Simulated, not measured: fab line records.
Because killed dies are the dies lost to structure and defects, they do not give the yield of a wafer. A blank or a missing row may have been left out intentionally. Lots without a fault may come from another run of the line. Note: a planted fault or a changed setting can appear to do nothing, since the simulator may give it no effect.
Matching of chambers | flow nandHarc | NHARC_P_M1_DEP_33 on pecvd-03 has 3 sister chambers
The step deposits SiCN, target thk 30 nm. 3 wafers are shown with their chamber, then 8 later ones without.

WAFERS, EACH WITH ITS CHAMBER
wafer  | chamber | heaterPowerW (W)
L618.6 | 1       | 584
L619.4 | 2       | 547
L624.2 | 0       | 624

WAFERS MISSING THEIR CHAMBER
wafer  | heaterPowerW (W)
L624.3 | 619
L624.4 | 648
L625.1 | 601
L625.3 | 613
L625.5 | 639
L628.2 | 631
L628.4 | 538
L628.5 | 611

WHICH CHAMBER EACH WENT THROUGH
wafer  | from the rows above     | in truth
L624.3 | 0                       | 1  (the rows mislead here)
L624.4 | 0                       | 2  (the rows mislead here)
L625.1 | can't be placed: 1 or 0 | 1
L625.3 | can't be placed: 0 or 1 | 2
L625.5 | 0                       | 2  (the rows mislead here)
L628.2 | 0                       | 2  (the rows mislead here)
L628.4 | 2                       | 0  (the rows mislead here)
L628.5 | can't be placed: 0 or 1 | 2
Correct placement for 0 of the 8. Not placeable from these rows: 3 (in 1, the candidates include the true chamber). 5 placed wrongly.
How it was worked out, from the rows above alone: a wafer's distance from a chamber is the root of the sum, over the readings, of the square of ((its reading less the chamber's mean) divided by the reading's scatter). The wafer belongs to the nearest chamber; if the next one is less than 2 further off, it can't be placed. A chamber's mean is the mean of its shown wafers. The scatter (one wafer shown for each chamber): square how far every hidden wafer sits from the nearest shown wafer, average those squares and take the square root.
